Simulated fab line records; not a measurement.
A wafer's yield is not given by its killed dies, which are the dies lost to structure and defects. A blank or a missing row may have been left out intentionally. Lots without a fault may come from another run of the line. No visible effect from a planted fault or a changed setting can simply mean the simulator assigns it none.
fab line records | flow n5-finfet | part 2 of 2: steps 21 to 27 of 27
record: lots: 5 wafers: 15 last-day: 19
route steps=1938 shown BEOL_M10@1484
lots untouched by any fault: they come from a run of this same line in which no faults occurred
start-h: hours from the record's first day to the start of the lot's first wafer shown | wait-h: hours elapsed since this lot's preceding step | " unchanged from the row above | L1.1+2: several wafers, shown together as one row | - no value present, or no start provided | * or withheld: withheld | < > ~ a bound
route shown NAME@n: a module of which the file shows steps, and the number in the route of the first | usual: average and standard deviation across the fault-free wafers | same: alike in all rows | chamber/n: place in a boat | sites: the reading at each site | _std_site: standard deviation across them | _edge_site: inner sites' mean taken away from outer sites' mean | radius-mm: how far each site lies from the wafer's centre | mask NAME#n: copy n | behind: tool/chamber where the wafer was last shaped | hold: cause of the lot's hold/its duration in hours/its outcome | device: the n, p or np transistor that did not switch | end of line: the route-end tests of the same wafers | a step given without rows: its recipe and nothing more | killed: at the first sort, the dies lost to defects and structure; wafer yield is something else | map: a wafer's dies, x killed, . not, _ none there
set.NAME: the setting as run; set.NAME@STEP: as run at that earlier step | model.NAME: the simulator's own value behind a step, which no gauge read
lots at some steps of the route; a table a step, a row a wafer
services: a tool's chamber out of use, with start hour (start-h, from the record's first day; less than 0 if before it), hours out, and reason
== steps ==
step: N5_BEOL_M10_INSPECT_30
recipe: mode: adi inspect-instrument: brightfield
usual: raw-defect-count: 423/93
columns lot.wafer tool chamber start-h wait-h raw-defect-count
L077.1 defect-inspect-01 - 249.55 0.0 405
L077.2 " - " " 380
L077.6 " - " " 498
L078.3 defect-inspect-01 - 249.72 0.0 764
L078.5 " - " " 467
L078.6 " - " " 510
L087.1 defect-inspect-02 - 323.41 0.0 609
L087.2 " - " " 631
L087.5 " - " " 496
L090.3 defect-inspect-01 - 323.58 0.0 267
L090.5 " - " " 338
L090.6 " - " " 336
L092.2 defect-inspect-02 - 349.81 0.0 417
L092.5 " - " " 447
L092.6 " - " " 255
step: N5_BEOL_M10_DESCUM_33
recipe: chemistry: O2 time-s: 7.9 source-power-w: 50 bias-power-w: 20 pressure-mtorr: 20 rf-frequency-hz: 2.712e+07 temp-c: 40 resist: CAR-ArF o2-flow-sccm: 225
usual: drypump-motor-current-A: 5.5/0.45 oes-product-au: 0.78/0.072 rf-vpp-V: 243.3/1.4 showerhead-plenum-p-Torr: 2.11/0.078 throttle-valve-pct: 20.43/0.17
columns lot.wafer tool chamber start-h wait-h drypump-motor-current-A oes-product-au rf-hours-counter-h rf-vpp-V showerhead-plenum-p-Torr throttle-valve-pct
L077.1 rie-diel-02 3 249.59 0.0 4.8 0.81 71 245.8 2.15 20.70
L077.2 " 0 " " 6.1 0.76 148 241.7 1.98 20.33
L077.6 " 1 " " 5.2 0.73 - 242.6 2.08 20.35
L078.3 rie-diel-04 3 249.88 0.2 5.6 0.69 224 244.3 2.16 20.44
L078.5 " 3 " " 5.7 0.69 - 244.4 2.16 20.45
L078.6 " 2 " " 4.8 0.86 - 243.2 2.12 20.43
L087.1 rie-diel-02 2 323.57 0.2 5.8 0.74 152 243.4 2.15 20.22
L087.2 " 0 " " 6.2 0.74 173 241.5 1.97 20.37
L087.5 " 1 " " 5.2 0.70 - 242.4 2.07 20.40
L090.3 rie-diel-04 0 324.02 0.4 5.5 0.88 44 246.6 2.24 20.29
L090.5 " 2 " " 4.7 0.83 - 245.0 2.11 20.48
L090.6 " 1 " " 5.7 0.76 - 243.4 2.12 20.61
L092.2 rie-diel-01 0 350.14 0.3 6.2 0.71 185 240.9 2.01 20.74
L092.5 " 2 " " 5.6 0.75 - 244.1 2.10 20.38
L092.6 " 3 " " 5.4 0.70 - 242.1 2.00 20.73
step: N5_BEOL_M10_ETCH_65
recipe: chemistry: CF4 target: SiARC target-depth-a: 390 mask-material: CAR-ArF time-s: 65 ion-energy-ev: 80 pressure-mtorr: 40 source-w: 545 bias-w: 36 Ar_flow_sccm: 100 cf4-flow-sccm: 100 ends: cleared
usual: cf4-flow-sccm: 100.0/0.31 drypump-motor-current-A: 5.5/0.45 etch-rf-on-time-s: 64.7/2.5 oes-product-au: 0.67/0.066 rf-vpp-V: 184.2/1.2 showerhead-plenum-p-Torr: 2.15/0.072 throttle-valve-pct: 15.60/0.18
columns lot.wafer tool chamber start-h wait-h cf4-flow-sccm drypump-motor-current-A etch-rf-on-time-s oes-product-au rf-hours-counter-h rf-vpp-V showerhead-plenum-p-Torr throttle-valve-pct
L077.1 rie-diel-02 3 249.62 0.0 100.4 4.9 63.4 0.71 71 184.2 2.16 15.56
L077.2 " 0 " " 99.6 6.2 64.7 0.66 148 183.3 2.05 15.68
L077.6 " 1 " " 100.3 5.2 64.3 0.63 - 185.0 2.13 15.54
L078.3 rie-diel-04 3 249.92 0.0 99.9 5.7 65.6 0.60 224 185.5 2.21 15.78
L078.5 " 3 " " 100.1 5.7 65.5 0.60 - 184.6 2.21 15.77
L078.6 " 2 " " 100.2 4.8 64.5 0.74 - 184.5 2.18 15.66
L087.1 rie-diel-02 2 323.60 0.0 100.4 5.8 69.9 0.61 152 185.0 2.25 15.65
L087.2 " 0 " " 99.7 6.1 64.3 0.64 173 181.6 2.04 15.74
L087.5 " 1 " " 100.0 5.2 65.5 0.61 - 183.4 2.13 15.59
L090.3 rie-diel-04 0 324.05 0.0 100.3 5.5 60.8 0.76 44 183.8 2.25 15.22
L090.5 " 2 " " 99.7 4.8 62.7 0.72 - 184.0 2.17 15.72
L090.6 " 1 " " 100.0 5.8 67.8 0.63 - 183.7 2.15 15.65
L092.2 rie-diel-01 0 350.18 0.0 100.4 6.2 62.7 0.62 185 183.5 2.04 15.86
L092.5 " 2 " " 99.9 5.6 64.3 0.64 - 185.0 2.12 15.51
L092.6 " 3 " " 100.2 5.4 65.9 0.60 - 182.0 2.06 15.93
step: N5_BEOL_M10_ETCH_66
recipe: chemistry: N2/H2 target: SOC target-depth-a: 1200 overetch-a: 240 mask-material: SiARC temp-c: 40 time-s: 180 ion-energy-ev: 200 pressure-mtorr: 30 source-w: 840 bias-w: 150 n2-flow-sccm: 200 h2-flow-sccm: 200
usual: drypump-motor-current-A: 5.5/0.45 oes-product-au: 0.63/0.052 rf-vpp-V: 524.2/2.6 showerhead-plenum-p-Torr: 2.57/0.1 throttle-valve-pct: 17.91/0.18
columns lot.wafer tool chamber start-h wait-h drypump-motor-current-A oes-product-au rf-hours-counter-h rf-vpp-V showerhead-plenum-p-Torr throttle-valve-pct
L077.1 rie-diel-02 3 249.67 0.0 4.8 0.67 71 525.3 2.61 18.05
L077.2 " 0 " " 6.1 0.62 148 521.8 2.42 17.83
L077.6 " 1 " " 5.2 0.60 - 524.4 2.54 17.88
L078.3 rie-diel-04 3 249.97 0.0 5.7 0.57 224 526.1 2.61 17.93
L078.5 " 3 " " 5.6 0.56 - 524.9 2.61 17.94
L078.6 " 2 " " 4.7 0.69 - 524.5 2.62 18.12
L087.1 rie-diel-02 2 323.65 0.0 5.8 0.60 152 527.7 2.67 18.05
L087.2 " 0 " " 6.1 0.60 173 519.3 2.41 17.88
L087.5 " 1 " " 5.2 0.57 - 523.5 2.53 17.95
L090.3 rie-diel-04 0 324.10 0.0 5.6 0.70 44 526.7 2.72 17.75
L090.5 " 2 " " 4.7 0.66 - 525.9 2.60 18.16
L090.6 " 1 " " 5.8 0.61 - 524.4 2.54 17.78
L092.2 rie-diel-01 0 350.23 0.0 6.2 0.57 185 521.6 2.40 17.91
L092.5 " 2 " " 5.6 0.60 - 523.2 2.55 17.75
L092.6 " 3 " " 5.4 0.57 - 520.4 2.44 18.20
step: N5_BEOL_M10_STRIP_69
recipe: chemistry: N2/H2 temp-c: 40 n2-flow-sccm: 200 h2-flow-sccm: 200 rf-frequency-hz: 6e+07
columns lot.wafer tool chamber start-h wait-h
L077.1+2+6 rie-diel-02 3,0,1 249.79 0.1
L078.3+5+6 rie-diel-04 3,3,2 250.08 0.1
L087.1+2+5 rie-diel-02 2,0,1 323.77 0.1
L090.3+5+6 rie-diel-04 0,2,1 324.22 0.1
L092.2+5+6 rie-diel-01 0,2,3 350.34 0.1
step: N5_BEOL_M10_VIA_ETCH_34
recipe: chemistry: C4F6/O2 target: SiCOH_lowk target-depth-a: 1845 mask-material: SOC taper-deg: 4 time-s: 69.2 ion-energy-ev: 250 pressure-mtorr: 30 source-w: 345 bias-w: 185 Ar_flow_sccm: 300 C4F6_flow_sccm: 10 O2_flow_sccm: 10
usual: C4F6_flow_sccm: 10.00/0.031 drypump-motor-current-A: 5.5/0.45 oes-product-au: 0.78/0.073 rf-vpp-V: 668/23 showerhead-plenum-p-Torr: 2.87/0.1 throttle-valve-pct: 20.92/0.21
columns lot.wafer tool chamber start-h wait-h C4F6_flow_sccm drypump-motor-current-A oes-product-au rf-hours-counter-h rf-vpp-V showerhead-plenum-p-Torr throttle-valve-pct
L077.1 rie-diel-02 3 249.80 0.0 10.03 4.9 0.83 71 669 2.86 20.85
L077.2 " 0 " " 9.97 6.2 0.77 148 699 2.71 20.86
L077.6 " 1 " " 10.00 5.2 0.74 - 678 2.87 21.01
L078.3 rie-diel-04 3 250.09 0.0 9.93 5.6 0.69 225 665 2.92 20.87
L078.5 " 3 " " 10.01 5.6 0.70 - 665 2.92 20.86
L078.6 " 2 " " 9.94 4.7 0.86 - 629 2.91 21.09
L087.1 rie-diel-02 2 323.78 0.0 10.02 5.8 0.72 152 648 2.99 21.06
L087.2 " 0 " " 9.99 6.1 0.75 173 698 2.70 20.89
L087.5 " 1 " " 10.03 5.2 0.71 - 678 2.86 21.06
L090.3 rie-diel-04 0 324.23 0.0 10.03 5.6 0.89 44 673 2.99 20.53
L090.5 " 2 " " 10.00 4.8 0.83 - 629 2.89 21.13
L090.6 " 1 " " 10.04 5.8 0.74 - 689 2.89 21.12
L092.2 rie-diel-01 0 350.35 0.0 9.99 6.2 0.73 185 626 2.70 20.98
L092.5 " 2 " " 10.02 5.6 0.75 - 648 2.81 20.63
L092.6 " 3 " " 9.94 5.4 0.72 - 693 2.73 21.22
step: N5_BEOL_M10_STRIP_73
recipe: chemistry: C4F6/O2 resist: SiARC rf-frequency-hz: 6e+07
columns lot.wafer tool chamber start-h wait-h
L077.1+2+6 rie-diel-02 3,0,1 249.85 0.0
L078.3+5+6 rie-diel-04 3,3,2 250.15 0.0
L087.1+2+5 rie-diel-02 2,0,1 323.83 0.0
L090.3+5+6 rie-diel-04 0,2,1 324.28 0.0
L092.2+5+6 rie-diel-01 0,2,3 350.40 0.0
== services ==
columns tool chamber start-h hours kind
arfi-scanner-03 - 234.92 0.9 repair
arfi-scanner-01 - 243.55 1.3 pm
rie-metal-03 - 246.78 0.1 repair
rie-diel-02 2 251.79 2.0 repair
rie-diel-02 0 254.07 3.1 repair
arfi-scanner-03 - 254.97 1.6 repair
arfi-scanner-03 - 268.57 1.0 pm
arfi-scanner-01 - 280.49 3.9 pm
arfi-scanner-01 - 285.85 1.1 repair
arfi-scanner-03 - 285.97 1.1 repair
arfi-scanner-03 - 294.17 0.5 repair
arfi-scanner-01 - 303.50 16.0 pm
rie-diel-04 1 304.65 10.7 repair
arfi-scanner-03 - 309.40 4.9 pm
arfi-scanner-02 - 315.92 1.0 repair
arfi-scanner-02 - 319.10 1.0 pm
arfi-scanner-01 - 319.50 0.8 pm
rie-diel-02 - 322.87 0.1 repair
arfi-scanner-02 - 324.68 1.3 pm
arfi-scanner-02 - 329.88 0.8 pm
arfi-scanner-02 - 331.35 3.5 repair
arfi-scanner-01 - 335.62 1.0 pm
rie-metal-03 - 343.60 1.9 repair
rie-diel-04 - 344.56 3.4 repair
